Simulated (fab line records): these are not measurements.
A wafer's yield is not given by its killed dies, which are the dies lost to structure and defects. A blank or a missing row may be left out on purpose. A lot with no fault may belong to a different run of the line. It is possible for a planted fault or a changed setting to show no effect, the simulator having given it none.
Chamber matching || flow n5-finfet || N5_BEOL_M3_CO_CAP_55 on cvd-co-02: 3 sister chambers
The step material Co, precursor CCTBA/H2, target thk 2 nm, time 102.1 s. 30 wafers are shown with their chamber, then 12 later ones without.

## EACH WAFER AND ITS CHAMBER
{"wafer": "L076.3", "chamber": 1, "heater-power-outer-w (W)": 95, "heater-power-w (W)": 203}
{"wafer": "L076.5", "chamber": 0, "heater-power-outer-w (W)": 131, "heater-power-w (W)": 255}
{"wafer": "L076.6", "chamber": 2, "heater-power-outer-w (W)": 137, "heater-power-w (W)": 235}
{"wafer": "L074.2", "chamber": 2, "heater-power-outer-w (W)": 135, "heater-power-w (W)": 233}
{"wafer": "L074.4", "chamber": 0, "heater-power-outer-w (W)": 135, "heater-power-w (W)": 252}
{"wafer": "L074.5", "chamber": 1, "heater-power-outer-w (W)": 99, "heater-power-w (W)": 200}
{"wafer": "L075.1", "chamber": 1, "heater-power-outer-w (W)": 94, "heater-power-w (W)": 200}
{"wafer": "L075.2", "chamber": 0, "heater-power-outer-w (W)": 133, "heater-power-w (W)": 247}
{"wafer": "L075.5", "chamber": 1, "heater-power-outer-w (W)": 95, "heater-power-w (W)": 200}
{"wafer": "L081.3", "chamber": 1, "heater-power-outer-w (W)": 97, "heater-power-w (W)": 202}
{"wafer": "L081.4", "chamber": 0, "heater-power-outer-w (W)": 133, "heater-power-w (W)": 253}
{"wafer": "L081.6", "chamber": 1, "heater-power-outer-w (W)": 95, "heater-power-w (W)": 199}
{"wafer": "L082.1", "chamber": 2, "heater-power-outer-w (W)": 132, "heater-power-w (W)": 231}
{"wafer": "L082.2", "chamber": 0, "heater-power-outer-w (W)": 132, "heater-power-w (W)": 252}
{"wafer": "L082.3", "chamber": 1, "heater-power-outer-w (W)": 96, "heater-power-w (W)": 196}
{"wafer": "L083.2", "chamber": 1, "heater-power-outer-w (W)": 97, "heater-power-w (W)": 200}
{"wafer": "L083.5", "chamber": 1, "heater-power-outer-w (W)": 95, "heater-power-w (W)": 199}
{"wafer": "L083.6", "chamber": 0, "heater-power-outer-w (W)": 135, "heater-power-w (W)": 254}
{"wafer": "L084.2", "chamber": 0, "heater-power-outer-w (W)": 135, "heater-power-w (W)": 257}
{"wafer": "L084.3", "chamber": 0, "heater-power-outer-w (W)": 133, "heater-power-w (W)": 251}
{"wafer": "L084.4", "chamber": 1, "heater-power-outer-w (W)": 98, "heater-power-w (W)": 200}
{"wafer": "L086.1", "chamber": 0, "heater-power-outer-w (W)": 131, "heater-power-w (W)": 250}
{"wafer": "L086.2", "chamber": 1, "heater-power-outer-w (W)": 97, "heater-power-w (W)": 195}
{"wafer": "L086.6", "chamber": 0, "heater-power-outer-w (W)": 135, "heater-power-w (W)": 249}
{"wafer": "L087.1", "chamber": 0, "heater-power-outer-w (W)": 133, "heater-power-w (W)": 249}
{"wafer": "L087.2", "chamber": 2, "heater-power-outer-w (W)": 137, "heater-power-w (W)": 239}
{"wafer": "L087.4", "chamber": 1, "heater-power-outer-w (W)": 94, "heater-power-w (W)": 203}
{"wafer": "L092.2", "chamber": 1, "heater-power-outer-w (W)": 96, "heater-power-w (W)": 205}
{"wafer": "L092.4", "chamber": 2, "heater-power-outer-w (W)": 136, "heater-power-w (W)": 231}
{"wafer": "L092.6", "chamber": 1, "heater-power-outer-w (W)": 94, "heater-power-w (W)": 204}

SIGNATURES, as means of the wafers listed above
{"reading": "heater-power-outer-w", "chamber 0": 133.27, "chamber 1": 95.86, "chamber 2": 135.40, "scatter within a chamber": 1.65}
{"reading": "heater-power-w", "chamber 0": 251.73, "chamber 1": 200.43, "chamber 2": 233.80, "scatter within a chamber": 2.95}
Rule: a wafer lies at a distance from a chamber equal to the root of the sum of squares, over the readings, of (its reading less the chamber's mean, divided by the reading's scatter). The wafer belongs to the nearest chamber; if the next one is less than 2 further off, it can't be placed. The scatter: the root of (the sum of the squares of (reading less its chamber's mean) over the shown wafers, divided by (wafers less chambers)).

## WAFERS WITHOUT THEIR CHAMBER
{"wafer": "L093.2", "heater-power-outer-w (W)": 137, "heater-power-w (W)": 236}
{"wafer": "L093.3", "heater-power-outer-w (W)": 95, "heater-power-w (W)": 199}
{"wafer": "L093.5", "heater-power-outer-w (W)": 95, "heater-power-w (W)": 207}
{"wafer": "L094.1", "heater-power-outer-w (W)": 96, "heater-power-w (W)": 196}
{"wafer": "L094.5", "heater-power-outer-w (W)": 134, "heater-power-w (W)": 253}
{"wafer": "L094.6", "heater-power-outer-w (W)": 137, "heater-power-w (W)": 234}
{"wafer": "L095.1", "heater-power-outer-w (W)": 95, "heater-power-w (W)": 198}
{"wafer": "L095.2", "heater-power-outer-w (W)": 132, "heater-power-w (W)": 251}
{"wafer": "L095.5", "heater-power-outer-w (W)": 96, "heater-power-w (W)": 198}
{"wafer": "L096.2", "heater-power-outer-w (W)": 136, "heater-power-w (W)": 234}
{"wafer": "L096.4", "heater-power-outer-w (W)": 139, "heater-power-w (W)": 234}
{"wafer": "L096.6", "heater-power-outer-w (W)": 133, "heater-power-w (W)": 262}

## CHAMBER TAKEN BY EACH
{"wafer": "L093.2", "from the rows above": 2, "in truth": 2}
{"wafer": "L093.3", "from the rows above": 1, "in truth": 1}
{"wafer": "L093.5", "from the rows above": 1, "in truth": 1}
{"wafer": "L094.1", "from the rows above": 1, "in truth": 1}
{"wafer": "L094.5", "from the rows above": 0, "in truth": 0}
{"wafer": "L094.6", "from the rows above": 2, "in truth": 2}
{"wafer": "L095.1", "from the rows above": 1, "in truth": 1}
{"wafer": "L095.2", "from the rows above": 0, "in truth": 0}
{"wafer": "L095.5", "from the rows above": 1, "in truth": 1}
{"wafer": "L096.2", "from the rows above": 2, "in truth": 2}
{"wafer": "L096.4", "from the rows above": 2, "in truth": 2}
{"wafer": "L096.6", "from the rows above": 0, "in truth": 0}
Placed correctly: 12 of 12. From these rows, 0 cannot be placed. Placed wrongly: 0.
